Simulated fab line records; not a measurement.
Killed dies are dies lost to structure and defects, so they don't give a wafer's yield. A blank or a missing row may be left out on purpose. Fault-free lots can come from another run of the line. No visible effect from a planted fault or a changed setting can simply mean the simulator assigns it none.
Matching of chambers    flow n5Finfet    N5_HKMG_FIN_DESCUM_17 on rieDiel-04 has 4 sister chambers
The step chemistry O2, time 7.9 s. 16 wafers are shown with their chamber, then 8 later ones without.

== WAFERS WITH THEIR CHAMBER ==
wafer   chamber  showerheadPlenumPTorr (Torr)  drypumpMotorCurrentA (A)  throttleValvePct (%)
L074.2  2        2.08                          5.3                       20.72
L074.3  1        2.15                          5.4                       20.41
L074.4  3        2.06                          6.0                       20.54
L079.1  0        2.01                          5.9                       20.23
L079.2  3        2.06                          6.0                       20.17
L079.6  0        2.01                          5.9                       20.22
L084.2  0        2.01                          5.9                       20.22
L084.3  3        2.06                          6.0                       20.18
L084.6  3        2.06                          5.9                       20.17
L090.1  1        2.14                          5.5                       20.47
L090.3  0        2.01                          5.9                       20.27
L090.5  3        2.05                          6.0                       20.20
L091.2  1        2.14                          5.4                       20.47
L091.5  0        2.00                          6.0                       20.26
L091.6  1        2.14                          5.4                       20.47
L093.2  0        2.00                          5.9                       20.26

SIGNATURES (means of the wafers above)
reading                chamber 0  chamber 1  chamber 2  chamber 3  scatter within a chamber
showerheadPlenumPTorr  2.0067     2.1425     2.0800     2.0580     0.0049
drypumpMotorCurrentA   5.917      5.425      5.300      5.980      0.0446
throttleValvePct       20.2433    20.4550    20.7200    20.2520    0.0955
Rule: a wafer's distance from a chamber is the root of the sum, over the readings, of the square of ((its reading less the chamber's mean) divided by the reading's scatter). The wafer belongs to the nearest chamber; if the next one is less than 2 further off, it can't be placed. The scatter: take each reading less its chamber's mean, square it, sum over the shown wafers, divide by the number of wafers less the number of chambers, and take the root.

== WAFERS WITHOUT THEIR CHAMBER ==
wafer   showerheadPlenumPTorr (Torr)  drypumpMotorCurrentA (A)  throttleValvePct (%)
L093.3  2.05                          6.0                       20.20
L093.4  2.14                          5.4                       20.45
L095.2  2.05                          6.0                       20.21
L095.5  2.00                          5.9                       20.29
L095.6  2.14                          5.4                       20.48
L096.4  2.06                          5.4                       20.25
L096.5  2.00                          6.0                       20.28
L096.6  2.05                          6.0                       20.20

== CHAMBER TAKEN BY EACH ==
wafer   from the rows above  in truth
L093.3  3                    3
L093.4  1                    1
L095.2  3                    3
L095.5  0                    0
L095.6  1                    1
L096.4  2                    2
L096.5  0                    0
L096.6  3                    3
Correctly placed: 8 of 8. Can't be placed from these rows: 0. Wrongly placed: 0.
